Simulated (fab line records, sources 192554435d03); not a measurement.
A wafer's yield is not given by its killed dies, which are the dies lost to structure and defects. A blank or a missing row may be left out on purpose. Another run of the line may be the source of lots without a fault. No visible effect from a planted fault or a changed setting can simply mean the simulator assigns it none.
Chamber matching -- flow n5_finfet -- N5_MOL_CONTACT_COAG_ALD_131 on ald_sin-03 has 4 sister chambers
The step deposits SiO2, target thk 5 nm, pulse time 1 s, co reactant pulse time 1 s. 8 wafers are shown with their chamber, then 12 later ones without.

WAFERS PAIRED WITH THEIR CHAMBERS
wafer,chamber,heater_power_w (W),heater_power_outer_w (W)
L086.5,2,81,41
L086.6,3,91,46
L087.3,3,93,47
L087.4,0,73,34
L087.6,0,70,33
L088.1,2,78,42
L088.4,1,81,47
L088.6,1,80,46

WAFERS WITHOUT THEIR CHAMBER
wafer,heater_power_w (W),heater_power_outer_w (W)
L089.1,82,45
L089.2,70,33
L089.4,93,48
L090.2,72,34
L090.3,81,46
L090.5,77,47
L095.2,79,42
L095.4,71,34
L095.6,71,34
L097.2,81,41
L097.3,71,34
L097.5,81,42

CHAMBER TAKEN BY EACH
wafer,from the rows above,in truth
L089.1,1,1
L089.2,0,0
L089.4,3,3
L090.2,0,0
L090.3,1,1
L090.5,1,1
L095.2,2,2
L095.4,0,0
L095.6,0,0
L097.2,2,2
L097.3,0,0
L097.5,2,2
12 of 12 placed correctly. Number that these rows cannot place: 0. Number placed wrongly: 0.
How it was worked out, from the rows above alone: a wafer's distance from a chamber is the root of the sum, over the readings, of the square of ((its reading less the chamber's mean) divided by the reading's scatter). The wafer belongs to the nearest chamber; if the next one is less than 2 further off, it can't be placed. The mean given for a chamber averages the wafers shown for that chamber. The scatter: take each reading less its chamber's mean, square it, sum over the shown wafers, divide by the number of wafers less the number of chambers, and take the root.
